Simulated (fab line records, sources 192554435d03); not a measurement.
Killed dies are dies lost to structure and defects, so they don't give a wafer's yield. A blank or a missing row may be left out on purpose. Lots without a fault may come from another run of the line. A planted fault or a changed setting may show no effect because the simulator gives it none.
Split-lot experiment | flow n5_finfet | 7 lots, 21 wafers read, on a route of 1938 steps

THE SPLIT
At N5_BEOL_M9_ETCH_66 (etches SOC in N2/H2, target depth 80 nm, overetch 16 nm, time 120 s), the setting time_s was moved away from the recipe's 120 s on 8 of the 21 wafers read, by -11.7% to +17.0%. The other wafers ran this setting at the recipe's value.

The reading is taken at the split's own step.

THE READING
SiARC_of_BEOL_M9_COAT_64.thk_nm (the simulator's own value, which no gauge read), in nm, at N5_BEOL_M9_ETCH_66 (etches SOC in N2/H2, target depth 80 nm, overetch 16 nm, time 120 s). The file gives no usual value for it. The 13 wafers here that ran the recipe average 6.4 nm, standard deviation 0.17 nm.

wafer  | tool, chamber at the split | time_s as run, s | against the recipe | SiARC_of_BEOL_M9_COAT_64.thk_nm, nm | against lot-mates on the recipe
L074.3 | rie_diel-04, 3             | 140.4            | +17.0%             | 5.4                                 | -0.8
L074.4 | rie_diel-04, 1             | 140.4            | +17.0%             | 5.6                                 | -0.6
L074.6 | rie_diel-04, 3             | 120              | recipe             | 6.2                                 | -
L078.1 | rie_diel-02, 0             | 138.9            | +15.7%             | 5.6                                 | -0.6
L078.2 | rie_diel-02, 2             | 138.9            | +15.7%             | 5.4                                 | -0.8
L078.4 | rie_diel-02, 3             | 120              | recipe             | 6.2                                 | -
L083.4 | rie_diel-04, 2             | 120              | recipe             | 6.4                                 | -
L083.5 | rie_diel-04, 0,1           | 120              | recipe             | 6.6                                 | -
L083.6 | rie_diel-04, 0,1           | 120              | recipe             | 6.6                                 | -
L089.2 | rie_diel-04, 1             | 112.2            | -6.5%              | 6.8                                 | +0.4
L089.4 | rie_diel-04, 1             | 112.2            | -6.5%              | 6.8                                 | +0.4
L089.3 | rie_diel-04, 2             | 120              | recipe             | 6.4                                 | -
L087.2 | rie_diel-05, 0,1,3         | 120              | recipe             | 6.4                                 | -
L087.3 | rie_diel-05, 0,1,3         | 120              | recipe             | 6.4                                 | -
L087.6 | rie_diel-05, 0,1,3         | 120              | recipe             | 6.4                                 | -
L091.2 | rie_diel-04, 3             | 120              | recipe             | 6.2                                 | -
L091.3 | rie_diel-04, 0             | 120              | recipe             | 6.8                                 | -
L091.4 | rie_diel-04, 2             | 120              | recipe             | 6.4                                 | -
L096.1 | rie_diel-02, 1             | 106              | -11.7%             | 7                                   | +0.6
L096.6 | rie_diel-02, 1             | 106              | -11.7%             | 7                                   | +0.6
L096.4 | rie_diel-02, 0             | 120              | recipe             | 6.4                                 | -
Where a row lists several chambers, the file gives one row for several wafers and doesn't say which wafer went through which chamber.

THE FIT
A straight line over all 21 wafers: SiARC_of_BEOL_M9_COAT_64.thk_nm changes by -0.0548 nm for each +1% of time_s; r = -0.95; the points scatter about the line by 0.15 nm.
The same after taking each lot's own level away (the mean of its wafers on the recipe; 21 wafers): -0.046 nm for each +1%; r = -0.96; scatter 0.12 nm.
On that fit, the largest move of time_s shifts the reading by 0.78 nm.
The lots' own levels span 6.20 to 6.53 nm, that is 2.0 times the standard deviation above.
So the lot-to-lot level changes the slope: the two fits differ.
Check: with one of the wafers moved furthest among these (+17.0%) left out of the fit, the line predicts -0.743 nm for it against its lot-mates. It came out at -0.8 nm against them.

OTHER SPLITS ON THESE WAFERS
These wafers also went through other splits before the reading. Each is held against what the fit with the lots' levels taken away leaves over:
other split on the same wafers             | wafers away from the commonest value | r with SiARC_of_BEOL_M9_COAT_64.thk_nm (lot level and that fit taken away)
N5_BEOL_M5_ALD_86 co_reactant_pulse_time_s | 5                                    | +0.21
N5_BEOL_M6_ETCH_62 time_s                  | 5                                    | -0.13
N5_BEOL_M6_DEP_56 time_s                   | 7                                    | +0.41
N5_BEOL_M7_VIA_ETCH_34 bias_w              | 11                                   | +0.23
N5_BEOL_M7_ETCH_41 source_w                | 6                                    | -0.31
N5_BEOL_M9_COAT_60 spin_rpm                | 10                                   | +0.23
N5_BEOL_M9_ETCH_62 time_s                  | 2                                    | -0.08

THE FILE'S OWN FIT
SiARC_of_BEOL_M9_COAT_64.thk_nm changes by -0.0455 nm for each +1% of time_s, r = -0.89.
